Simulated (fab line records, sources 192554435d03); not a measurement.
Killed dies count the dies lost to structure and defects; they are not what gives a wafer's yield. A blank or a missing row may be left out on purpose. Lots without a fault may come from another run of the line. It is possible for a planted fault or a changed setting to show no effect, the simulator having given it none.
Struck lot and sound lot, side by side :: flow n5Finfet :: 14 out of 1938 route steps
Sound: wafers L656.1, L656.3, L656.6. Struck: wafer L652.1 (left out: L652.5, a lot-mate that was not struck); the cause follows at the end.
At each step with rows: each side's tool, then ch and its chambers, then its first start. Under that, the readings that differ: sound wafers :: struck wafers :: difference of the means :: sigmas: that difference in standard deviations of wafers without a fault.
alike: readings with means less than 2 such deviations apart, plus words and numbers identical on both sides. not compared: withheld readings, readings lacking a value on some wafer, bounds such as >300 that could conceal the same value, and numbers that have no deviation in the record and whose values overlap.
A row with sigmas, a row that says differs or no value, or rows on one side alone: a step with any of these is where the two part. Non-overlapping numbers with no deviation appear without sigmas and do not part them. A reading that every wafer of one side lacks parts them only if that side has two wafers or more.

first, 9 steps without rows for these wafers: N5_MOL_CONTACT_COAG_DEVELOP_07 (develop time 30 s); N5_MOL_CONTACT_COAG_DESCUM_13 (chemistry O2, time 7 s); N5_MOL_CONTACT_COAG_ETCH_59 (etches underlayer in N2/H2, target depth 13 nm, time 10.4 s); N5_MOL_CONTACT_COAG_ETCH_105 (etches SiARC in CF4, target depth 15.6 nm, time 26 s); N5_MOL_CONTACT_COAG_ETCH_106 (etches SOC in N2/H2, target depth 80 nm, overetch 16 nm, time 120 s); N5_MOL_CONTACT_COAG_STRIP_107 (strips in N2/H2); N5_MOL_CONTACT_COAG_STRIP_108 (strips in N2/H2); N5_MOL_CONTACT_COAG_CONTACT_ETCH_14 (etches SiO2 in C4F6/O2, target depth 27.5 nm, overetch 8.5 nm, time 20 s); N5_MOL_CONTACT_COAG_STRIP_109 (strips in C4F6/O2).
N5_MOL_CONTACT_COAG_ETCH_15: etches SiNx in CH3F/O2, stops on Si:P, target depth 7 nm.
  sound on rieDiel-01 ch 0,1,3, day 9 15:24; struck on rieDiel-06 ch 1, day 9 00:21
reading: overEtchFrac
sound: 0.75 0.75 0.75
struck: 1.6453
difference: +0.8953
sigmas: 

reading: model.SOC_of_MOL_CONTACT_COAG_COAT_103.thkNm (nm)
sound: 75.2 75.2 75
struck: 73.4
difference: -1.7
sigmas: 
  alike: chamberPressureMTorr, drypumpMotorCurrentA, oesProductAu, rfVppV, showerheadPlenumPTorr, throttleValvePct
  not compared: rfHoursCounterH
N5_MOL_CONTACT_COAG_ETCH_110: etches Si in CF4/O2, target depth 2.5 nm, time 8 s.
  sound on rieDiel-01 ch 0,1,3, day 9 15:28; struck on rieDiel-06 ch 1, day 9 00:25
reading: model.SOC_of_MOL_CONTACT_COAG_COAT_103.thkNm (nm)
sound: 73.6 73.6 73.4
struck: 71.8
difference: -1.7
sigmas: 
  alike: chamberPressureMTorr, drypumpMotorCurrentA, oesProductAu, rfVppV, showerheadPlenumPTorr, throttleValvePct
  not compared: rfHoursCounterH
then, 1 step without rows for these wafers: N5_MOL_CONTACT_COAG_STRIP_98 (strips in N2/H2).
-- record jumps: 3 days separate the struck wafers' starts on either side; left off in module MOL_CONTACT_COAG, taken up again in module BEOL_M4, whose first shown step is the route's number 1111 --
N5_BEOL_M4_RC_MEAS_101:
  sound on prober-01 ch 0, day 13 03:11; struck on prober-01 ch 0, day 11 23:38
  alike: DIBL_N, DIBL_P, IOFF_N, IOFF_P, ION_N, ION_P, SS_N, SS_P, VT_N, VT_P
-- here the record skips 5 days between the struck wafers' starts before and after, leaving off in module BEOL_M4 and picking up in module PASSIVATION (first step shown: number 1936 of the route) --
N5_PASSIVATION_PROBE_49:
  struck on prober-02, day 16 12:01; sound on prober-01, day 17 16:21
  alike: defectLimitedYield, killed_at_M0_to_M3, killed_at_M4_up, killedAtContacts, killedAtFrontEnd, killedAtOther, killedDies, killedOpen, killedShort, sort_bin_4_leakage, sort_bin_5_function, sort_bin_6_memory, sortNPass, sortYieldPct

== WHERE THEY PART ==
Nowhere in this record.

WHY: the cause the simulator had injected
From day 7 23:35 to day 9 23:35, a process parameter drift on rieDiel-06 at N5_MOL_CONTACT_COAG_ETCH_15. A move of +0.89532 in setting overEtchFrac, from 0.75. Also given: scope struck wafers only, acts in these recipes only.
